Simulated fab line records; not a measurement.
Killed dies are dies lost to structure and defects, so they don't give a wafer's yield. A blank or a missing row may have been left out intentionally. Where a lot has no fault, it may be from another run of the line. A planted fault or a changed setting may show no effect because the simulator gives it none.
fab line records	flow n5-finfet
record lots=24	wafers=72	last-day=19
route steps=1938 shown MOL_CONTACT_COAG@622 BEOL_M0_SAQP@651
lots that met no fault: taken from a fault-free run of the same line
start-h: start of the lot's first displayed wafer, in hours after the record's first day	wait-h: hours since the lot's step before	" the same as in the row above	L1.1+2: several wafers, shown together as one row	- value missing, or start not given	* or withheld: withheld	< > ~ a bound
route shown NAME@n: NAME is a module with steps in the file, n the number in the route of the first one	usual: mean/standard deviation of fault-free wafers	same: alike in all rows	chamber/n: place in a boat	sites: readings site by site	_std_site: the values' standard deviation	_edge_site: outer sites' mean less inner sites'	radius-mm: how far each site lies from the wafer's centre	mask NAME#n: copy n	behind: the most recent tool/chamber to have shaped the wafer	hold: what put the lot on hold/how long, in hours/how the hold closed	device: whichever transistor did not switch (one of n, p or np)	end of line: tests run on the same wafers once the route is complete	a step with no rows: only its recipe	killed: not the wafer's yield, but the dies lost to structure and defects at the first sort	map: the dies of a wafer, with x for killed, . for not killed, _ for no die there
set.NAME: the setting as run; set.NAME@STEP: as run at that earlier step	model.NAME: the simulator's own value behind a step, which no gauge read
one table for each step of the route and one row for each wafer, over a sample of lots
services: from which hour (start-h, from the record's first day; less than 0 if before it) a tool's chamber was out of use, for how many hours, and why
## steps
# step N5_MOL_CONTACT_COAG_CD_MEAS_101
# recipe target-cd-nm=16
# usual cd-nm=15.9/0.35
lot.wafer	tool	chamber	start-h	wait-h	cd-nm
L074.2	cd-sem-02	-	110.57	0.0	16.1
L074.3	"	-	"	"	16.0
L074.6	"	-	"	"	16.4
L075.2	cd-sem-03	-	110.91	0.0	15.7
L075.3	"	-	"	"	15.4
L075.5	"	-	"	"	15.7
L076.1	cd-sem-02	-	114.36	0.0	16.5
L076.4	"	-	"	"	15.6
L076.5	"	-	"	"	15.8
L077.3	cd-sem-03	-	124.67	0.0	15.8
L077.5	"	-	"	"	15.9
L077.6	"	-	"	"	16.1
L078.1	cd-sem-02	-	135.56	0.0	16.4
L078.2	"	-	"	"	15.8
L078.3	"	-	"	"	16.1
L079.2	cd-sem-03	-	139.64	0.0	15.9
L079.4	"	-	"	"	15.8
L079.6	"	-	"	"	16.3
L081.2	cd-sem-03	-	143.50	0.0	15.8
L081.3	"	-	"	"	15.7
L081.5	"	-	"	"	16.6
L080.1	cd-sem-02	-	147.79	0.0	15.6
L080.2	"	-	"	"	15.8
L080.6	"	-	"	"	15.7
L082.4	cd-sem-03	-	150.80	0.0	15.7
L082.5	"	-	"	"	15.5
L082.6	"	-	"	"	15.9
L083.2	cd-sem-01	-	160.43	0.0	15.7
L083.3	"	-	"	"	16.1
L083.5	"	-	"	"	15.8
L084.1	cd-sem-03	-	160.63	0.0	16.1
L084.4	"	-	"	"	15.9
L084.6	"	-	"	"	15.7
L085.2	cd-sem-03	-	167.74	0.0	15.6
L085.3	"	-	"	"	15.7
L085.6	"	-	"	"	15.8
L086.2	cd-sem-02	-	171.95	0.0	15.4
L086.3	"	-	"	"	16.0
L086.4	"	-	"	"	15.7
L087.1	cd-sem-02	-	183.07	0.0	15.5
L087.2	"	-	"	"	15.6
L087.6	"	-	"	"	15.8
L088.2	cd-sem-03	-	187.69	0.0	15.9
L088.5	"	-	"	"	16.5
L088.6	"	-	"	"	16.3
L089.2	cd-sem-02	-	190.17	0.0	15.6
L089.4	"	-	"	"	16.4
L089.5	"	-	"	"	16.3
L090.2	cd-sem-03	-	197.63	0.0	15.5
L090.3	"	-	"	"	15.7
L090.4	"	-	"	"	15.3
L091.3	cd-sem-02	-	203.40	0.0	15.7
L091.4	"	-	"	"	16.0
L091.6	"	-	"	"	16.4
L092.4	cd-sem-02	-	213.80	0.0	16.1
L092.5	"	-	"	"	15.9
L092.6	"	-	"	"	16.5
L093.1	cd-sem-03	-	219.96	0.0	16.4
L093.2	"	-	"	"	16.5
L093.4	"	-	"	"	15.8
L094.1	cd-sem-03	-	226.24	0.0	15.4
L094.2	"	-	"	"	15.3
L094.3	"	-	"	"	15.3
L095.1	cd-sem-02	-	235.66	0.0	16.4
L095.4	"	-	"	"	15.4
L095.5	"	-	"	"	16.0
L096.3	cd-sem-02	-	241.23	0.0	15.1
L096.5	"	-	"	"	15.5
L096.6	"	-	"	"	15.9
L097.1	cd-sem-03	-	243.09	0.0	16.0
L097.5	"	-	"	"	15.5
L097.6	"	-	"	"	16.1
# step N5_MOL_CONTACT_COAG_CMP_52
# recipe stop-on=SiO2	t-overpolish-s=1.5	post-cmp-clean=w-dilute-nh4oh	down-force-psi=4	platen-rpm=50.289	pad-velocity-m-s=1.0006	target-thk-nm=66.5
# usual motor-current-A=11.8/1.5	overpolish-run-s=1.500/0.0086	time-to-endpoint-s=13.2/2.3
lot.wafer	tool	chamber	start-h	wait-h	motor-current-A	overpolish-run-s	time-to-endpoint-s
L074.3	cmp-03	2	111.10	0.1	11.9	1.493	13.9
L074.2	"	3	"	"	10.3	1.506	15.4
L074.6	"	1	"	"	11.9	1.499	10.9
L075.3	cmp-01	1	111.37	0.0	12.1	1.509	14.4
L075.2	"	0	"	"	10.9	1.484	12.5
L075.5	"	1	"	"	11.9	1.494	12.1
L076.1	cmp-02	0	114.82	0.0	12.4	1.503	14.7
L076.4	"	2	"	"	11.6	1.505	15.1
L076.5	"	0	"	"	13.8	1.512	15.5
L077.3	cmp-01	0	125.23	0.1	10.8	1.502	14.8
L077.5	"	1	"	"	12.1	1.500	14.6
L077.6	"	2	"	"	11.0	1.506	10.6
L078.3	cmp-02	3	136.01	0.0	12.4	1.490	14.1
L078.2	"	0	"	"	13.4	1.517	12.7
L078.1	"	2	"	"	11.7	1.509	12.6
L079.2	cmp-03	1	140.13	0.1	11.8	1.492	13.5
L079.4	"	2	"	"	12.2	1.492	10.8
L079.6	"	0	"	"	16.1	1.500	12.0
L081.3	cmp-01	1	143.95	0.0	11.7	1.508	13.0
L081.2	"	3	"	"	10.4	1.498	15.0
L081.5	"	2	"	"	11.3	1.493	12.6
L080.1	cmp-03	1	148.28	0.1	11.8	1.495	9.1
L080.2	"	3	"	"	10.2	1.514	15.5
L080.6	"	1	"	"	12.1	1.507	11.5
L082.4	cmp-01	0	151.25	0.0	10.6	1.498	16.0
L082.5	"	0	"	"	10.8	1.494	13.4
L082.6	"	1	"	"	12.0	1.492	15.5
L083.2	cmp-02	0	161.08	0.2	12.9	1.505	13.8
L083.3	"	2	"	"	11.2	1.502	13.5
L083.5	"	0	"	"	13.3	1.495	15.3
L084.1	cmp-01	0	161.11	0.0	10.4	1.507	14.7
L084.4	"	3	"	"	10.8	1.498	15.7
L084.6	"	0	"	"	10.5	1.513	14.5
L085.2	cmp-03	0	168.22	0.0	15.8	1.512	11.3
L085.3	"	2	"	"	12.6	1.503	10.7
L085.6	"	1	"	"	12.1	1.501	9.3
L086.3	cmp-02	1	172.40	0.0	10.6	1.495	12.1
L086.4	"	2	"	"	11.5	1.495	9.7
L086.2	"	0	"	"	12.6	1.503	11.7
L087.2	cmp-02	0	183.56	0.1	13.7	1.513	13.4
L087.1	"	2	"	"	11.6	1.520	10.8
L087.6	"	3	"	"	12.1	1.498	14.0
L088.2	cmp-02	1	188.22	0.1	10.3	1.502	13.2
L088.6	"	3	"	"	12.2	1.505	15.8
L088.5	"	0	"	"	12.3	1.497	13.2
L089.2	cmp-01	2	190.62	0.0	10.1	1.507	12.9
L089.4	"	1	"	"	12.5	1.501	15.9
L089.5	"	2	"	"	10.8	1.500	10.9
L090.2	cmp-03	0	198.08	0.0	15.9	1.504	9.5
L090.4	"	2	"	"	11.8	1.506	9.1
L090.3	"	3	"	"	10.3	1.493	11.8
L091.3	cmp-01	1	203.89	0.1	11.8	1.515	14.1
L091.4	"	2	"	"	10.7	1.509	12.3
L091.6	"	1	"	"	11.3	1.501	14.0
L092.4	cmp-02	1	214.25	0.0	10.2	1.512	12.4
L092.6	"	1	"	"	10.2	1.478	13.8
L092.5	"	2	"	"	11.2	1.503	11.2
L093.4	cmp-03	0	220.45	0.1	15.1	1.501	9.7
L093.2	"	1	"	"	11.9	1.500	8.7
L093.1	"	2	"	"	12.2	1.492	7.5
L094.3	cmp-01	2	226.70	0.0	11.9	1.483	12.8
L094.1	"	3	"	"	10.5	1.506	21.2
L094.2	"	1	"	"	11.6	1.502	13.6
L095.4	cmp-01	1	236.19	0.1	11.9	1.481	15.6
L095.1	"	2	"	"	10.9	1.482	11.2
L095.5	"	0	"	"	10.6	1.495	14.4
L096.3	cmp-02	2	241.76	0.1	10.7	1.511	11.7
L096.6	"	0	"	"	13.7	1.497	14.9
L096.5	"	1	"	"	9.9	1.507	15.9
L097.1	cmp-01	1	243.58	0.1	12.3	1.498	13.2
L097.6	"	0	"	"	10.3	1.509	13.9
L097.5	"	1	"	"	12.0	1.514	15.3
# step N5_BEOL_M0_SAQP_INSPECT_16
# recipe mode=adi	inspect-instrument=brightfield
# usual raw-defect-count=472/130
lot.wafer	tool	chamber	start-h	wait-h	raw-defect-count
L074.2	defect-inspect-02	-	117.40	0.0	527
L074.3	"	-	"	"	509
L074.6	"	-	"	"	589
L075.2	defect-inspect-02	-	119.23	0.0	475
L075.3	"	-	"	"	555
L075.5	"	-	"	"	567
L076.1	defect-inspect-01	-	122.29	0.0	430
L076.4	"	-	"	"	437
L076.5	"	-	"	"	506
L077.3	defect-inspect-02	-	130.10	0.0	521
L077.5	"	-	"	"	419
L077.6	"	-	"	"	537
L078.1	defect-inspect-02	-	141.95	0.0	267
L078.2	"	-	"	"	451
L078.3	"	-	"	"	391
L079.2	defect-inspect-01	-	145.44	0.0	347
L079.4	"	-	"	"	387
L079.6	"	-	"	"	581
L081.2	defect-inspect-01	-	149.26	0.0	493
L081.3	"	-	"	"	409
L081.5	"	-	"	"	386
L080.1	defect-inspect-01	-	154.56	0.0	388
L080.2	"	-	"	"	431
L080.6	"	-	"	"	478
L082.4	defect-inspect-02	-	155.88	0.0	545
L082.5	"	-	"	"	423
L082.6	"	-	"	"	396
L083.2	defect-inspect-01	-	166.50	0.0	528
L083.3	"	-	"	"	602
L083.5	"	-	"	"	553
L084.1	defect-inspect-01	-	170.60	0.0	361
L084.4	"	-	"	"	394
L084.6	"	-	"	"	409
L085.2	defect-inspect-02	-	176.32	0.0	484
L085.3	"	-	"	"	462
L085.6	"	-	"	"	466
L086.2	defect-inspect-02	-	177.40	0.0	489
L086.3	"	-	"	"	496
L086.4	"	-	"	"	573
L087.1	defect-inspect-01	-	188.53	0.0	489
L087.2	"	-	"	"	394
L087.6	"	-	"	"	497
L088.2	defect-inspect-01	-	192.76	0.0	650
L088.5	"	-	"	"	478
L088.6	"	-	"	"	637
L089.2	defect-inspect-02	-	196.33	0.0	478
L089.4	"	-	"	"	388
L089.5	"	-	"	"	303
L090.2	defect-inspect-01	-	203.24	0.0	402
L090.3	"	-	"	"	482
L090.4	"	-	"	"	412
L091.3	defect-inspect-01	-	209.36	0.0	980
L091.4	"	-	"	"	461
L091.6	"	-	"	"	727
L092.4	defect-inspect-02	-	220.79	0.0	408
L092.5	"	-	"	"	260
L092.6	"	-	"	"	267
L093.1	defect-inspect-01	-	226.47	0.0	457
L093.2	"	-	"	"	493
L093.4	"	-	"	"	448
L094.1	defect-inspect-02	-	233.54	0.0	413
L094.2	"	-	"	"	407
L094.3	"	-	"	"	433
L095.1	defect-inspect-02	-	242.05	0.0	410
L095.4	"	-	"	"	469
L095.5	"	-	"	"	539
L096.3	defect-inspect-01	-	246.18	0.0	327
L096.5	"	-	"	"	610
L096.6	"	-	"	"	394
L097.1	defect-inspect-02	-	249.20	0.0	261
L097.5	"	-	"	"	409
L097.6	"	-	"	"	351
# step N5_BEOL_M0_SAQP_DESCUM_19
# recipe chemistry=O2	time-s=7.9	source-power-w=50	bias-power-w=20	pressure-mtorr=20	rf-frequency-hz=2.712e+07	temp-c=40	resist=CAR-ArF	o2-flow-sccm=225
# usual drypump-motor-current-A=5.6/0.35	oes-product-au=0.77/0.079	rf-vpp-V=243.3/1.3	showerhead-plenum-p-Torr=2.10/0.073	throttle-valve-pct=20.63/0.22
lot.wafer	tool	chamber	start-h	wait-h	drypump-motor-current-A	oes-product-au	rf-hours-counter-h	rf-vpp-V	showerhead-plenum-p-Torr	throttle-valve-pct
L074.2	rie-diel-02	1	117.44	0.0	5.6	0.75	168	244.7	2.18	20.68
L074.3	"	0	"	"	5.8	0.89	34	240.8	2.06	20.04
L074.6	"	2	"	"	5.6	0.74	-	244.1	2.06	20.59
L075.2	rie-diel-03	1	119.27	0.0	5.9	0.70	237	241.6	1.97	20.79
L075.3	"	0	"	"	5.4	0.76	160	242.5	2.11	20.58
L075.5	"	1	"	"	6.0	0.70	-	241.4	1.97	20.79
L076.1	rie-diel-02	2	122.32	0.0	5.6	0.73	178	242.3	2.06	20.59
L076.4	"	3	"	"	5.0	1.01	1	244.7	2.26	20.58
L076.5	"	3	"	"	5.0	1.02	-	245.1	2.26	20.60
L077.3	rie-diel-03	2	130.13	0.0	5.3	0.77	129	242.4	2.10	20.76
L077.5	"	2	"	"	5.3	0.78	-	242.9	2.10	20.76
L077.6	"	1	"	"	5.9	0.70	-	241.5	1.97	20.80
L078.1	rie-diel-03	3	141.98	0.0	5.5	0.75	184	241.3	2.10	20.93
L078.2	"	2	"	"	5.4	0.77	132	242.7	2.10	20.75
L078.3	"	1	"	"	5.9	0.70	243	241.5	1.97	20.81
L079.2	rie-diel-03	3	145.47	0.0	5.5	0.75	185	242.7	2.10	20.94
L079.4	"	1	"	"	5.9	0.70	244	240.6	1.97	20.79
L079.6	"	0	"	"	5.4	0.76	-	242.3	2.10	20.58
L081.2	rie-diel-02	0	149.30	0.0	5.8	0.87	44	241.3	2.06	20.06
L081.3	"	2	"	"	5.6	0.72	187	243.8	2.05	20.60
L081.5	"	3	"	"	5.0	0.97	-	244.4	2.25	20.59
L080.1	rie-diel-02	2	154.59	0.0	5.7	0.72	189	242.9	2.05	20.61
L080.2	"	3	"	"	5.0	0.97	12	244.6	2.25	20.61
L080.6	"	3	"	"	5.0	0.97	-	246.8	2.25	20.59
L082.4	rie-diel-02	0	155.92	0.0	5.8	0.87	46	243.2	2.05	20.06
L082.5	"	0	"	"	5.8	0.86	-	240.6	2.05	20.04
L082.6	"	3	"	"	5.0	0.96	-	243.3	2.25	20.61
L083.2	rie-diel-03	0	166.62	0.1	5.4	0.75	176	243.9	2.10	20.62
L083.3	"	2	"	"	5.3	0.76	142	243.2	2.10	20.77
L083.5	"	3	"	"	5.5	0.74	-	243.5	2.10	20.94
L084.1	rie-diel-01	1	170.67	0.1	6.1	0.74	179	243.4	2.08	20.66
L084.4	"	2	"	"	5.5	0.73	163	245.5	2.16	20.73
L084.6	"	3	"	"	6.4	0.74	-	242.7	1.98	20.45
L085.2	rie-diel-03	2	176.54	0.2	5.3	0.76	146	243.9	2.09	20.80
L085.3	"	3	"	"	5.5	0.75	197	243.1	2.10	20.95
L085.6	"	2	"	"	5.3	0.76	-	243.4	2.09	20.77
L086.2	rie-diel-01	1	177.43	0.0	6.0	0.75	181	243.0	2.08	20.66
L086.3	"	2	"	"	5.5	0.74	166	244.4	2.16	20.74
L086.4	"	0	"	"	5.8	0.72	187	243.0	2.10	20.78
L087.1	rie-diel-02	1	188.57	0.0	5.6	0.73	188	243.3	2.17	20.70
L087.2	"	0	"	"	5.7	0.86	55	243.1	2.05	20.08
L087.6	"	1	"	"	5.6	0.74	-	245.4	2.17	20.71
L088.2	rie-diel-01	0	192.80	0.0	5.7	0.72	190	242.8	2.10	20.80
L088.5	"	1	"	"	6.1	0.74	-	242.5	2.08	20.67
L088.6	"	2	"	"	5.5	0.73	-	243.5	2.16	20.74
L089.2	rie-diel-01	0	196.52	0.2	5.7	0.71	191	243.1	2.10	20.79
L089.4	"	1	"	"	6.1	0.73	186	243.0	2.08	20.67
L089.5	"	1	"	"	6.0	0.73	-	243.7	2.08	20.67
L090.2	rie-diel-03	3	203.30	0.1	5.5	0.73	204	243.9	2.09	20.96
L090.3	"	0	"	"	5.4	0.74	187	243.4	2.10	20.61
L090.4	"	1	"	"	5.9	0.93	7	245.6	2.22	20.49
L091.3	rie-diel-03	0	209.39	0.0	5.4	0.74	189	243.2	2.10	20.62
L091.4	"	2	"	"	5.3	0.75	155	243.3	2.09	20.80
L091.6	"	1	"	"	5.9	0.93	-	245.2	2.22	20.50
L092.4	rie-diel-02	2	220.82	0.0	5.7	0.71	204	243.0	2.05	20.61
L092.5	"	0	"	"	5.8	0.85	-	243.5	2.05	20.09
L092.6	"	3	"	"	5.0	0.94	-	245.3	2.25	20.63
L093.1	rie-diel-03	2	226.51	0.0	5.4	0.74	160	242.7	2.09	20.79
L093.2	"	1	"	"	5.9	0.91	13	245.9	2.22	20.49
L093.4	"	3	"	"	5.5	0.73	211	241.0	2.09	20.97
L094.1	rie-diel-01	1	233.58	0.0	6.0	0.74	194	242.7	2.08	20.69
L094.2	"	0	"	"	5.7	0.72	199	243.3	2.10	20.81
L094.3	"	2	"	"	5.5	0.72	179	244.7	2.16	20.77
L095.1	rie-diel-01	3	242.12	0.1	6.5	0.72	198	242.2	1.98	20.47
L095.4	"	2	"	"	5.5	0.73	181	243.5	2.16	20.76
L095.5	"	3	"	"	6.5	0.73	-	241.1	1.98	20.48
L096.3	rie-diel-01	0	248.04	1.9	5.7	0.71	205	243.5	2.09	20.80
L096.5	"	1	"	"	6.0	0.73	-	242.7	2.07	20.70
L096.6	"	0	"	"	5.8	0.70	-	243.6	2.09	20.80
L097.1	rie-diel-02	3	251.33	2.1	5.0	0.90	36	246.2	2.24	20.64
L097.5	"	3	"	"	5.0	0.91	-	244.8	2.24	20.63
L097.6	"	2	"	"	5.6	0.70	-	242.2	2.05	20.62
# step N5_BEOL_M0_SAQP_ETCH_101
# recipe chemistry=CH3F/O2	target=SiNx	mask-material=SiO2	target-depth-a=299	time-s=42.7	pressure-mtorr=30	source-w=395	bias-w=73	Ar_flow_sccm=150	CH3F_flow_sccm=30	O2_flow_sccm=20	ion-energy-ev=120
# usual drypump-motor-current-A=5.7/0.36	oes-product-au=0.77/0.077	rf-vpp-V=298/4.4	showerhead-plenum-p-Torr=2.01/0.068	throttle-valve-pct=16.55/0.2
lot.wafer	tool	chamber	start-h	wait-h	drypump-motor-current-A	oes-product-au	rf-hours-counter-h	rf-vpp-V	showerhead-plenum-p-Torr	throttle-valve-pct
L074.2	rie-diel-01	0	119.22	0.0	5.7	0.73	167	297	2.01	16.59
L074.3	"	1	"	"	6.1	0.74	166	297	2.00	16.59
L074.6	"	2	"	"	5.5	0.74	-	297	2.06	16.63
L075.2	rie-diel-02	2	120.98	0.0	5.7	0.74	177	289	1.99	16.67
L075.3	"	1	"	"	5.6	0.73	169	301	2.08	16.55
L075.5	"	3	"	"	5.0	1.04	-	306	2.16	16.46
L076.1	rie-diel-01	1	124.25	0.1	6.1	0.75	167	299	2.00	16.62
L076.4	"	0	"	"	5.8	0.73	168	296	2.01	16.60
L076.5	"	3	"	"	6.4	0.75	-	300	1.90	16.39
L077.3	rie-diel-01	3	132.79	0.0	6.4	0.75	169	299	1.90	16.39
L077.5	"	2	"	"	5.5	0.74	-	298	2.06	16.64
L077.6	"	3	"	"	6.5	0.74	-	300	1.90	16.40
L078.1	rie-diel-01	0	143.63	0.1	5.7	0.72	176	296	2.00	16.62
L078.2	"	1	"	"	6.0	0.74	172	298	2.00	16.61
L078.3	"	3	"	"	6.5	0.74	172	300	1.90	16.41
L079.2	rie-diel-03	1	147.71	0.0	5.9	0.71	245	301	1.88	16.78
L079.4	"	0	"	"	5.4	0.75	168	302	2.01	16.47
L079.6	"	0	"	"	5.4	0.74	-	301	2.00	16.47
L081.2	rie-diel-03	2	151.06	0.0	5.3	0.77	135	296	2.00	16.62
L081.3	"	3	"	"	5.5	0.74	187	294	1.99	16.74
L081.5	"	2	"	"	5.3	0.76	-	296	2.00	16.61
L080.1	rie-diel-03	1	156.41	0.0	5.9	0.70	248	303	1.88	16.78
L080.2	"	2	"	"	5.4	0.77	137	295	1.99	16.62
L080.6	"	3	"	"	5.5	0.74	-	292	1.99	16.73
L082.4	rie-diel-01	1	157.60	0.0	6.1	0.74	176	298	1.99	16.63
L082.5	"	1	"	"	6.1	0.74	-	299	1.99	16.63
L082.6	"	0	"	"	5.7	0.73	-	297	2.00	16.63
L083.2	rie-diel-02	0	168.26	0.0	5.8	0.86	50	298	1.95	15.97
L083.3	"	2	"	"	5.7	0.71	192	288	1.99	16.71
L083.5	"	0	"	"	5.8	0.86	-	300	1.95	16.00
L084.1	rie-diel-02	2	172.50	0.0	5.7	0.72	194	288	1.99	16.71
L084.4	"	3	"	"	5.0	0.94	18	305	2.15	16.47
L084.6	"	1	"	"	5.6	0.72	-	302	2.07	16.58
L085.2	rie-diel-01	3	180.03	0.0	6.4	0.73	183	300	1.90	16.42
L085.3	"	2	"	"	5.5	0.74	166	295	2.06	16.67
L085.6	"	1	"	"	6.0	0.75	-	298	1.99	16.63
L086.2	rie-diel-03	2	180.25	0.0	5.3	0.76	147	295	1.99	16.64
L086.3	"	1	"	"	5.9	0.98	1	307	2.13	16.33
L086.4	"	0	"	"	5.4	0.75	181	301	2.00	16.50
L087.1	rie-diel-01	2	191.96	0.0	5.5	0.74	169	296	2.06	16.67
L087.2	"	0	"	"	5.8	0.72	190	297	2.00	16.65
L087.6	"	3	"	"	6.5	0.73	-	300	1.90	16.42
L088.2	rie-diel-03	2	194.64	0.0	5.4	0.76	151	294	1.99	16.64
L088.5	"	2	"	"	5.4	0.76	-	296	1.99	16.65
L088.6	"	3	"	"	5.5	0.73	-	293	1.99	16.77
L089.2	rie-diel-03	2	198.12	0.0	5.3	0.75	152	295	1.99	16.64
L089.4	"	0	"	"	5.4	0.75	185	301	2.00	16.51
L089.5	"	2	"	"	5.3	0.76	-	296	1.99	16.65
L090.2	rie-diel-02	2	204.94	0.0	5.6	0.72	200	288	1.99	16.72
L090.3	"	3	"	"	5.1	0.94	25	306	2.15	16.49
L090.4	"	0	"	"	5.8	0.86	59	299	1.95	15.99
L091.3	rie-diel-01	0	211.09	0.0	5.8	0.72	195	296	2.00	16.67
L091.4	"	2	"	"	5.5	0.74	174	297	2.05	16.67
L091.6	"	2	"	"	5.5	0.73	-	296	2.05	16.68
L092.4	rie-diel-03	1	222.75	0.1	5.9	0.94	-	307	2.12	16.35
L092.5	"	2	"	"	5.3	0.75	-	296	1.99	16.67
L092.6	"	3	"	"	5.5	0.74	-	292	1.98	16.77
L093.1	rie-diel-02	1	229.08	0.0	5.6	0.72	197	300	2.07	16.61
L093.2	"	3	"	"	5.1	0.92	31	305	2.14	16.51
L093.4	"	2	"	"	5.6	0.71	206	289	1.98	16.71
L094.1	rie-diel-02	3	235.20	0.0	5.1	0.93	32	305	2.14	16.51
L094.2	"	1	"	"	5.6	0.71	199	302	2.07	16.61
L094.3	"	0	"	"	5.8	0.84	66	298	1.95	16.00
L095.1	rie-diel-01	3	244.65	0.1	6.5	0.72	199	299	1.89	16.46
L095.4	"	0	"	"	5.8	0.71	203	297	1.99	16.67
L095.5	"	0	"	"	5.8	0.71	-	297	1.99	16.68
L096.3	rie-diel-01	3	250.34	0.3	6.5	0.72	201	300	1.89	16.46
L096.5	"	1	"	"	6.0	0.73	-	300	1.99	16.66
L096.6	"	2	"	"	5.5	0.72	-	297	2.05	16.71
L097.1	rie-diel-02	0	253.15	0.1	5.8	0.83	71	298	1.95	16.01
L097.5	"	2	"	"	5.6	0.71	-	288	1.98	16.75
L097.6	"	3	"	"	5.1	0.91	-	303	2.14	16.51
# step N5_BEOL_M0_SAQP_INSPECT_42
# recipe mode=adi	inspect-instrument=brightfield
# usual raw-defect-count=292/84
lot.wafer	tool	chamber	start-h	wait-h	raw-defect-count
L074.2	defect-inspect-01	-	122.94	0.0	305
L074.3	"	-	"	"	307
L074.6	"	-	"	"	293
L075.2	defect-inspect-01	-	123.80	0.1	415
L075.3	"	-	"	"	420
L075.5	"	-	"	"	431
L076.1	defect-inspect-01	-	126.47	0.1	389
L076.4	"	-	"	"	354
L076.5	"	-	"	"	486
L077.3	defect-inspect-02	-	136.13	0.0	257
L077.5	"	-	"	"	265
L077.6	"	-	"	"	302
L078.1	defect-inspect-02	-	145.91	0.1	151
L078.2	"	-	"	"	294
L078.3	"	-	"	"	281
L079.2	defect-inspect-02	-	150.02	0.0	247
L079.4	"	-	"	"	249
L079.6	"	-	"	"	437
L081.2	defect-inspect-01	-	153.22	0.0	250
L081.3	"	-	"	"	198
L081.5	"	-	"	"	223
L080.1	defect-inspect-02	-	158.83	0.1	338
L080.2	"	-	"	"	375
L080.6	"	-	"	"	369
L082.4	defect-inspect-01	-	159.73	0.0	340
L082.5	"	-	"	"	269
L082.6	"	-	"	"	201
L083.2	defect-inspect-02	-	170.72	0.0	192
L083.3	"	-	"	"	325
L083.5	"	-	"	"	271
L084.1	defect-inspect-02	-	174.79	0.1	215
L084.4	"	-	"	"	199
L084.6	"	-	"	"	175
L085.2	defect-inspect-01	-	182.16	0.0	320
L085.3	"	-	"	"	288
L085.6	"	-	"	"	228
L086.2	defect-inspect-02	-	184.13	0.0	336
L086.3	"	-	"	"	357
L086.4	"	-	"	"	517
L087.1	defect-inspect-02	-	194.07	0.1	389
L087.2	"	-	"	"	403
L087.6	"	-	"	"	425
L088.2	defect-inspect-01	-	197.52	0.0	301
L088.5	"	-	"	"	235
L088.6	"	-	"	"	352
L089.2	defect-inspect-02	-	200.86	0.0	295
L089.4	"	-	"	"	209
L089.5	"	-	"	"	177
L090.2	defect-inspect-01	-	207.25	0.0	181
L090.3	"	-	"	"	333
L090.4	"	-	"	"	238
L091.3	defect-inspect-01	-	213.26	0.0	213
L091.4	"	-	"	"	212
L091.6	"	-	"	"	308
L092.4	defect-inspect-02	-	224.82	0.0	310
L092.5	"	-	"	"	223
L092.6	"	-	"	"	203
L093.1	defect-inspect-02	-	231.37	0.1	270
L093.2	"	-	"	"	313
L093.4	"	-	"	"	226
L094.1	defect-inspect-01	-	237.61	0.1	259
L094.2	"	-	"	"	232
L094.3	"	-	"	"	319
L095.1	defect-inspect-01	-	247.31	0.1	338
L095.4	"	-	"	"	402
L095.5	"	-	"	"	466
L096.3	defect-inspect-02	-	252.73	0.0	200
L096.5	"	-	"	"	198
L096.6	"	-	"	"	265
L097.1	defect-inspect-01	-	255.39	0.1	197
L097.5	"	-	"	"	197
L097.6	"	-	"	"	294
## services
tool	chamber	start-h	hours	kind
rie-diel-02	2	88.89	6.0	repair
cmp-03	-	91.35	1.0	repair
rie-diel-03	0	96.09	2.1	repair
rie-diel-02	3	99.93	-	clean
rie-diel-02	3	99.93	-	consumable-replace:focus-ring
cmp-02	-	110.64	4.0	pm
cmp-01	-	113.90	7.3	pm
rie-diel-03	1	123.37	2.8	repair
rie-diel-01	1	129.06	5.2	repair
cmp-02	-	132.78	1.0	repair
rie-diel-01	1	149.61	2.3	repair
rie-diel-01	2	150.61	2.8	repair
rie-diel-03	1	161.54	-	clean
rie-diel-03	1	161.54	-	consumable-replace:focus-ring
rie-diel-03	1	161.54	-	consumable-replace:showerhead
rie-diel-03	1	161.54	15.7	scheduled-down
rie-diel-03	1	161.54	15.7	vent-cycle
cmp-03	-	173.24	4.4	repair
cmp-02	-	190.77	2.5	repair
cmp-03	-	203.97	4.0	pm
cmp-01	-	237.79	4.5	repair
rie-diel-03	-	238.74	15.6	pm
rie-diel-02	-	241.28	5.4	repair
cmp-03	-	248.53	0.6	repair
## key
fault none
